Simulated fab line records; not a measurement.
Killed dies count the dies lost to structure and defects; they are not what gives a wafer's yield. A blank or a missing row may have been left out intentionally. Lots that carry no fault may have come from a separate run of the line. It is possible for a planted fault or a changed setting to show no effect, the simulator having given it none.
Chamber matching || flow nand harc || NHARC_P_BONDPAD_DESCUM_11 on rie diel-08 has 4 sister chambers
The step chemistry O2, time 3 s. 20 wafers are shown with their chamber, then 10 later ones without.

== WAFERS PAIRED WITH THEIR CHAMBERS ==
{"wafer": "L074.2", "chamber": 3, "drypump motor current A (A)": 6.43, "oes product au (a.u.)": 0.999, "rf vpp V (V)": 57.5}
{"wafer": "L074.3", "chamber": 2, "drypump motor current A (A)": 5.58, "oes product au (a.u.)": 0.993, "rf vpp V (V)": 57.5}
{"wafer": "L074.4", "chamber": 3, "drypump motor current A (A)": 6.41, "oes product au (a.u.)": 0.996, "rf vpp V (V)": 56.5}
{"wafer": "L075.2", "chamber": 3, "drypump motor current A (A)": 6.43, "oes product au (a.u.)": 0.987, "rf vpp V (V)": 57.5}
{"wafer": "L075.5", "chamber": 3, "drypump motor current A (A)": 6.36, "oes product au (a.u.)": 1.000, "rf vpp V (V)": 58.6}
{"wafer": "L075.6", "chamber": 2, "drypump motor current A (A)": 5.60, "oes product au (a.u.)": 0.998, "rf vpp V (V)": 59.9}
{"wafer": "L077.2", "chamber": 1, "drypump motor current A (A)": 5.63, "oes product au (a.u.)": 0.983, "rf vpp V (V)": 58.3}
{"wafer": "L077.3", "chamber": 0, "drypump motor current A (A)": 5.62, "oes product au (a.u.)": 0.989, "rf vpp V (V)": 59.3}
{"wafer": "L077.4", "chamber": 3, "drypump motor current A (A)": 6.39, "oes product au (a.u.)": 0.998, "rf vpp V (V)": 56.8}
{"wafer": "L078.3", "chamber": 2, "drypump motor current A (A)": 5.57, "oes product au (a.u.)": 0.979, "rf vpp V (V)": 57.4}
{"wafer": "L078.4", "chamber": 3, "drypump motor current A (A)": 6.39, "oes product au (a.u.)": 0.986, "rf vpp V (V)": 56.7}
{"wafer": "L078.6", "chamber": 1, "drypump motor current A (A)": 5.60, "oes product au (a.u.)": 0.985, "rf vpp V (V)": 58.2}
{"wafer": "L082.2", "chamber": 2, "drypump motor current A (A)": 5.57, "oes product au (a.u.)": 1.006, "rf vpp V (V)": 58.2}
{"wafer": "L082.4", "chamber": 0, "drypump motor current A (A)": 5.58, "oes product au (a.u.)": 1.022, "rf vpp V (V)": 57.6}
{"wafer": "L082.5", "chamber": 0, "drypump motor current A (A)": 5.61, "oes product au (a.u.)": 1.024, "rf vpp V (V)": 57.7}
{"wafer": "L084.1", "chamber": 1, "drypump motor current A (A)": 5.62, "oes product au (a.u.)": 1.000, "rf vpp V (V)": 57.5}
{"wafer": "L084.3", "chamber": 2, "drypump motor current A (A)": 5.58, "oes product au (a.u.)": 1.010, "rf vpp V (V)": 57.6}
{"wafer": "L084.4", "chamber": 3, "drypump motor current A (A)": 6.37, "oes product au (a.u.)": 0.999, "rf vpp V (V)": 58.3}
{"wafer": "L085.3", "chamber": 2, "drypump motor current A (A)": 5.55, "oes product au (a.u.)": 0.985, "rf vpp V (V)": 59.2}
{"wafer": "L085.5", "chamber": 2, "drypump motor current A (A)": 5.57, "oes product au (a.u.)": 0.995, "rf vpp V (V)": 59.0}

SIGNATURES (means of the wafers above)
{"reading": "drypump motor current A", "chamber 0": 5.6033, "chamber 1": 5.6167, "chamber 2": 5.5743, "chamber 3": 6.3971, "scatter within a chamber": 0.0213}
{"reading": "oes product au", "chamber 0": 1.01167, "chamber 1": 0.98933, "chamber 2": 0.99514, "chamber 3": 0.99500, "scatter within a chamber": 0.0108}
{"reading": "rf vpp V", "chamber 0": 58.200, "chamber 1": 58.000, "chamber 2": 58.400, "chamber 3": 57.414, "scatter within a chamber": 0.861}
Rule: a wafer's distance from a chamber is the root of the sum, over the readings, of the square of ((its reading less the chamber's mean) divided by the reading's scatter). The wafer belongs to the nearest chamber; if the next one is less than 2 further off, it can't be placed. The scatter is the square root of a quotient: the sum, over the shown wafers, of each reading's squared deviation from its chamber's mean, divided by wafers minus chambers.

== WAFERS MISSING THEIR CHAMBER ==
{"wafer": "L085.6", "drypump motor current A (A)": 5.60, "oes product au (a.u.)": 0.972, "rf vpp V (V)": 56.5}
{"wafer": "L088.1", "drypump motor current A (A)": 5.61, "oes product au (a.u.)": 1.006, "rf vpp V (V)": 57.4}
{"wafer": "L088.4", "drypump motor current A (A)": 5.58, "oes product au (a.u.)": 1.003, "rf vpp V (V)": 59.5}
{"wafer": "L088.6", "drypump motor current A (A)": 5.58, "oes product au (a.u.)": 1.004, "rf vpp V (V)": 58.6}
{"wafer": "L094.1", "drypump motor current A (A)": 6.37, "oes product au (a.u.)": 0.999, "rf vpp V (V)": 58.8}
{"wafer": "L094.3", "drypump motor current A (A)": 5.60, "oes product au (a.u.)": 1.000, "rf vpp V (V)": 58.0}
{"wafer": "L094.4", "drypump motor current A (A)": 5.63, "oes product au (a.u.)": 0.989, "rf vpp V (V)": 58.0}
{"wafer": "L097.1", "drypump motor current A (A)": 6.40, "oes product au (a.u.)": 1.008, "rf vpp V (V)": 56.9}
{"wafer": "L097.3", "drypump motor current A (A)": 5.61, "oes product au (a.u.)": 1.017, "rf vpp V (V)": 57.2}
{"wafer": "L097.4", "drypump motor current A (A)": 5.57, "oes product au (a.u.)": 0.990, "rf vpp V (V)": 58.1}

== THE CHAMBER EACH PASSED THROUGH ==
{"wafer": "L085.6", "from the rows above": "can't be placed: 1 or 2 or 0", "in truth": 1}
{"wafer": "L088.1", "from the rows above": "can't be placed: 0 or 1 or 2", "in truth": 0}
{"wafer": "L088.4", "from the rows above": "can't be placed: 2 or 0 or 1", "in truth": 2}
{"wafer": "L088.6", "from the rows above": "can't be placed: 2 or 0 or 1", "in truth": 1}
{"wafer": "L094.1", "from the rows above": 3, "in truth": 3}
{"wafer": "L094.3", "from the rows above": "can't be placed: 0 or 1 or 2", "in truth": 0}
{"wafer": "L094.4", "from the rows above": "can't be placed: 1 or 0", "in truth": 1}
{"wafer": "L097.1", "from the rows above": 3, "in truth": 3}
{"wafer": "L097.3", "from the rows above": "can't be placed: 0 or 1 or 2", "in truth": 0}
{"wafer": "L097.4", "from the rows above": "can't be placed: 2 or 1 or 0", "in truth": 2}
Placed correctly: 2 of 10. Cannot be placed on the basis of these rows: 8; the candidates contain the true chamber in 8. 0 placed wrongly.
